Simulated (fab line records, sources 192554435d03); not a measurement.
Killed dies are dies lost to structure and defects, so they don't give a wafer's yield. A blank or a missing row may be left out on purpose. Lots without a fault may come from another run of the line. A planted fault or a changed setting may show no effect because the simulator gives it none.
fab line records | flow n5_finfet
record lots=7 wafers=39
route steps=1938 shown BEOL_M15@1827
start_h: hours from the record's first day to the start of the lot's first wafer shown | wait_h: hours since the lot's step before | " the same as in the row above | L1.1+2: a row that stands for several wafers | - no value, or no start given | * or withheld: withheld | < > ~ a bound
route shown NAME@n: a module of which the file shows steps, and the number in the route of the first | usual: mean/standard deviation of fault-free wafers | same: alike in all rows | chamber/n: place in a boat | sites: the reading at each site | _std_site: their standard deviation | _edge_site: outer sites' mean less inner sites' | radius_mm: how far each site lies from the wafer's centre | mask NAME#n: copy n | behind: the tool/chamber that last shaped the wafer | hold: why the lot was held/for how many hours/how that ended | device: the transistor (n, p or np) that didn't switch | end of line: the same wafers' tests at the end of the route | a step without rows: its recipe alone | killed: dies lost to structure and defects at the first sort, not the wafer's yield | map: a wafer's dies, x killed, . not, _ none there
set.NAME: the setting as run; set.NAME@STEP: as run at that earlier step | model.NAME: the simulator's own value behind a step, which no gauge read
lots whose settings were changed on purpose; a table a step, a row a wafer
## steps
# step N5_BEOL_M15_DEP_53
# recipe material=SiCN target_thk_a=500 temp_c=withheld precursor=3MS/NH3 pressure_torr=3 rf_w=675 time_s=17.8
# columns lot.wafer tool chamber start_h wait_h set.time_s model.SiCN_of_BEOL_M15_DEP_53.thk_nm
L086.1 pecvd-04 1 357.60 0.0 26 70.6
L086.2 " 0 " " 26 71.4
L086.3+4 " 2,0 " " 17.8 49.8
L086.5 " 1 " " 17.8 50.2
L086.6 " 2 " " 26 72.4
L087.2+4 pecvd-01 1,2 359.84 0.0 17.8 50.6
L087.6 " 1 " " 17.8 51.4
L090.1 pecvd-02 0 379.07 0.0 17.8 50
L090.2 " 1 " " 17.8 49.4
L090.3 " 2 " " 17.8 49.6
L090.4 " 0 " " 17.8 51
L090.5 " 1 " " 17.8 50.2
L090.6 " 2 " " 17.8 50.6
L094.1+2 pecvd-01 0,2 391.99 0.0 17.8 48.8
L094.3+6 " 2,0 " " 17.8 49.6
L094.4 " 0 " " 17.8 50.2
L094.5 " 2 " " 17.8 49.4
L095.1 pecvd-04 1 401.69 0.0 17.8 48
L095.2 " 2 " " 17.8 49.4
L095.3 " 0 " " 12.89 36
L095.4 " 0 " " 17.8 50.4
L095.5 " 1 " " 12.89 35.6
L095.6 " 2 " " 12.89 36.8
L096.1 pecvd-02 0 419.05 0.0 17.8 50.8
L096.2+3 " 1,2 " " 26.78 74
L096.4+5 " 2,1 " " 17.8 50.4
L096.6 " 0 " " 26.78 75.4
L097.1 pecvd-02 2 423.82 0.0 17.8 49.6
L097.2 " 0 " " 28.44 78.4
L097.3 " 1 " " 28.44 77.6
L097.4 " 0 " " 17.8 49.8
L097.5 " 2 " " 28.44 79.6
L097.6 " 1 " " 17.8 49.4
## key
split step=N5_BEOL_M15_DEP_53 setting=time_s stated=17.8 by=wafer
response step=N5_BEOL_M15_DEP_53 reading=model.SiCN_of_BEOL_M15_DEP_53.thk_nm change=+0.477 per=1% r=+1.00
